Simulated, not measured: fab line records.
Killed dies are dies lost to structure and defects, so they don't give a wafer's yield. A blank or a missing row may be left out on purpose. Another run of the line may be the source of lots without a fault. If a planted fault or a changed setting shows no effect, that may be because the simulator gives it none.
Split-lot trial ; flow n5 finfet ; 39 wafers read across 7 lots, on a route 1938 steps long

ABOUT THE SPLIT
At N5_MOL_CONTACT_COAG_IMPLANT_129, the setting energy kev was moved away from the recipe's 3 on 9 of the 39 wafers read, by -23.1% to -15.1%. The other wafers ran this setting at the recipe's value.

The reading is taken at the split's own step.

THE READING
In nm, at N5_MOL_CONTACT_COAG_IMPLANT_129: implant.drp nm, which is the simulator's own figure and was read by no gauge. The file gives no usual value for it.

wafer;tool, chamber at the split;energy kev as run;against the recipe;implant.drp nm, nm;against lot-mates on the recipe
L081.1;implanter-01, 0;3;recipe;2.134;-
L081.2;implanter-01, 0;3;recipe;2.134;-
L081.3;implanter-01, 0;3;recipe;2.134;-
L081.4;implanter-01, 0;3;recipe;2.134;-
L081.5;implanter-01, 0;3;recipe;2.134;-
L081.6;implanter-01, 0;3;recipe;2.134;-
L082.1;implanter-02, 0;3;recipe;2.134;-
L082.2;implanter-02, 0;3;recipe;2.134;-
L082.3;implanter-02, 0;3;recipe;2.134;-
L082.4;implanter-02, 0;3;recipe;2.134;-
L082.5;implanter-02, 0;3;recipe;2.134;-
L082.6;implanter-02, 0;3;recipe;2.134;-
L083.1;implanter-01, 0;2.307;-23.1%;1.814;-0.320
L083.4;implanter-01, 0;2.307;-23.1%;1.814;-0.320
L083.6;implanter-01, 0;2.307;-23.1%;1.814;-0.320
L083.2;implanter-01, 0;3;recipe;2.134;-
L083.3;implanter-01, 0;3;recipe;2.134;-
L083.5;implanter-01, 0;3;recipe;2.134;-
L086.4;implanter-02, 0;3;recipe;2.134;-
L086.5;implanter-02, 0;3;recipe;2.134;-
L086.6;implanter-02, 0;3;recipe;2.134;-
L089.1;implanter-02, 0;2.376;-20.8%;1.847;-0.287
L089.3;implanter-02, 0;2.376;-20.8%;1.847;-0.287
L089.6;implanter-02, 0;2.376;-20.8%;1.847;-0.287
L089.2;implanter-02, 0;3;recipe;2.134;-
L089.4;implanter-02, 0;3;recipe;2.134;-
L089.5;implanter-02, 0;3;recipe;2.134;-
L094.1;implanter-01, 0;2.547;-15.1%;1.928;-0.206
L094.3;implanter-01, 0;2.547;-15.1%;1.928;-0.206
L094.5;implanter-01, 0;2.547;-15.1%;1.928;-0.206
L094.2;implanter-01, 0;3;recipe;2.134;-
L094.4;implanter-01, 0;3;recipe;2.134;-
L094.6;implanter-01, 0;3;recipe;2.134;-
L096.1;implanter-01, 0;3;recipe;2.134;-
L096.2;implanter-01, 0;3;recipe;2.134;-
L096.3;implanter-01, 0;3;recipe;2.134;-
L096.4;implanter-01, 0;3;recipe;2.134;-
L096.5;implanter-01, 0;3;recipe;2.134;-
L096.6;implanter-01, 0;3;recipe;2.134;-

THE FIT
A straight line over all 39 wafers: implant.drp nm changes by +0.0138 nm for each +1% of energy kev; r = +1.00; the points scatter about the line by 0.00076 nm.
The same after taking each lot's own level away (the mean of its wafers on the recipe; 39 wafers): +0.0138 nm for each +1%; r = +1.00; scatter 0.00076 nm.
On that fit, the largest move of energy kev shifts the reading by 0.32 nm.
The lots' own levels span 2.1340 to 2.1340 nm.
So the lot-to-lot level changes the slope little: the two slopes agree.
Check: with one of the wafers moved furthest among these (-23.1%) left out of the fit, the line predicts -0.318 nm for it against its lot-mates. Against them it came out at -0.32 nm.

OTHER SPLITS APPLIED TO THESE WAFERS
These wafers also went through other splits before the reading. Each is held against what the fit with the lots' levels taken away leaves over:
other split on the same wafers;wafers away from the commonest value;r with implant.drp nm (lot level and that fit taken away)
N5_SD_EPI_N_EPI_21 epi growth time s;15;-0.25
N5_HKMG_FIN_ETCH_58 bias w;15;+0.33
N5_HKMG_FIN_EXPOSE_09 dose mj;15;-0.15
N5_HKMG_FIN_ETCH_31 bias w;9;-0.09

THE WHOLE CHAIN: every reading that the file lists as answering this split, in the file's order
step;what it does;reading;change (the file's fit);r (the file's)
N5_MOL_CONTACT_COAG_IMPLANT_129;;implant.rp nm (the simulator's own value, which no gauge read);+0.0357 nm for each +1% of the setting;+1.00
N5_MOL_CONTACT_COAG_IMPLANT_129;;implant.drp nm (the simulator's own value, which no gauge read);+0.0138 nm for each +1% of the setting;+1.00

THE FILE'S OWN FIT
implant.drp nm changes by +0.0138 nm for each +1% of energy kev, r = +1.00.
